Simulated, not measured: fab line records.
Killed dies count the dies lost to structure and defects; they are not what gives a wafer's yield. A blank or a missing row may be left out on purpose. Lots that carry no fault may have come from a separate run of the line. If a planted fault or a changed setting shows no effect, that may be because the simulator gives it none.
Problem report in the 8D (eight disciplines) form, filled by code :: flow n5-finfet :: the parts of the form that need people (team, actions taken, sign-off) are left out

## 1. PROBLEM STATEMENT
N5_PASSIVATION_PROBE_49, killed_at_M4_up: mean 160 over 1 wafer from 1 lot; wafers with no fault: 14, standard deviation 5.3. That is +28 standard deviations from the usual mean.
Seen first at day 16 12:20 on prober-01, wafer L206.3. At this step, 12 wafers from 4 lots have a number in the record. Rule for "out" (also "out of limits"): further than 4 standard deviations from the usual mean. Any other wafer with a number is counted as sound.

## 2. WHAT IT IS; WHAT IT IS NOT
question: which readings at this step
is: killed_at_M4_up, defect-limited-yield, killed-dies, sort_bin_5_function, sort-n-pass, sort-yield-pct
is not: killed_at_M0_to_M3, killed-at-contacts, killed-at-front-end, killed-at-other, killed-open, killed-short, sort_bin_6_memory

question: which lots
is: L206
is not: L196, L197, L202

question: which wafers of those lots
is: L206.3
is not: L206.4, L206.6

question: read on which tools
is: prober-01
is not: prober-02

question: when
is: from day 16 12:20
is not: up to then (9 sound wafers); but 2 sound wafers of L206 came after

## 3. WHAT RULES OUT EACH SUSPECT
Counting: a tool at a process step up to the reading stays a suspect if it ran every lot that is out. Sound lots after the first of them don't rule it out here, since some wafers of a struck lot are sound.
- rie-diel-05 at N5_BEOL_M9_ETCH_41 (etches SiCN in CH3F/O2, target depth 36.6 nm, time 70.1 s): kept. It ran the lot that is out, L206 (day 13 23:53).
- rie-diel-01 at N5_PASSIVATION_ETCH_54 (etches SiO2 in CHF3/O2, target depth 880 nm, time 440 s): kept. It ran the lot that is out, L206 (day 16 09:28); its last sound lot up to then is L197 (day 14 03:51).
- prober-01 at N5_PASSIVATION_PROBE_49: kept. It ran the lot that is out, L206 (day 16 12:20); its last sound lot up to then is L197 (day 14 06:41). Out on those wafers are its own readings of defect-limited-yield, killed_at_M4_up, killed-dies, sort_bin_5_function, sort-n-pass, sort-yield-pct.
- At N5_BEOL_M9_ETCH_41 on rie-diel-05, chamber 2 took the sound wafers of the same lots and chamber 0 took the wafers that are out.
- In rie-diel-01 at N5_PASSIVATION_ETCH_54, the wafers that are out were processed in chamber 0 and their sound lot-mates in chambers 1, 3.
Left after counting: rie-diel-05 at N5_BEOL_M9_ETCH_41, rie-diel-01 at N5_PASSIVATION_ETCH_54, prober-01 at N5_PASSIVATION_PROBE_49.

## 4. THE CAUSE (what the simulator had put in)
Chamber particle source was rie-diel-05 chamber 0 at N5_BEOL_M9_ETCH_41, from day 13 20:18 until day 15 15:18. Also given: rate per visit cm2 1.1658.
3 suspects survive the count, and this tool is in that group.

## 5. SEQUENCE OF EFFECTS, ordered by route
One row per reading whose mean, taken over the struck wafers that have a number, lies over 3 standard deviations from the usual. Only readings for which the record gives a usual standard deviation are gone through. hours: the time from each lot's start at the first step in this table that gives one to its start at this step, as a median over the lots. sigmas: the change in usual standard deviations.
hours: 0
step: N5_PASSIVATION_PROBE_49
reading: defect-limited-yield
usual: 91.1 %
on struck wafers: 80.2
change: -10.9
sigmas: -7.8

hours: 0
step: N5_PASSIVATION_PROBE_49
reading: killed_at_M4_up
usual: 14
on struck wafers: 160
change: +146
sigmas: +28

hours: 0
step: N5_PASSIVATION_PROBE_49
reading: killed-dies
usual: 105
on struck wafers: 234
change: +129
sigmas: +8.1

hours: 0
step: N5_PASSIVATION_PROBE_49
reading: sort_bin_5_function
usual: 5.2 %
on struck wafers: 12.0
change: +6.8
sigmas: +7.1

hours: 0
step: N5_PASSIVATION_PROBE_49
reading: sort-n-pass
usual: 1075
on struck wafers: 946
change: -129
sigmas: -8.1

hours: 0
step: N5_PASSIVATION_PROBE_49
reading: sort-yield-pct
usual: 91.1 %
on struck wafers: 80.2
change: -10.9
sigmas: -7.8
The process steps in it:
- N5_PASSIVATION_PROBE_49

## 6. WHAT WOULD HAVE CAUGHT IT SOONER
In this record the first reading out of limits was taken at day 16 12:20, 64 hours after the fault began at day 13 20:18.
No tool reading at N5_BEOL_M9_ETCH_41 that has a usual standard deviation in the record was out on any struck wafer, so an alarm limit of 4 standard deviations on those readings would not have fired.
By day 16 12:20 the whole set of lots that are out, 1 in number, had already begun N5_BEOL_M9_ETCH_41 on rie-diel-05. A hold on the tool at that time would have spared none of them.
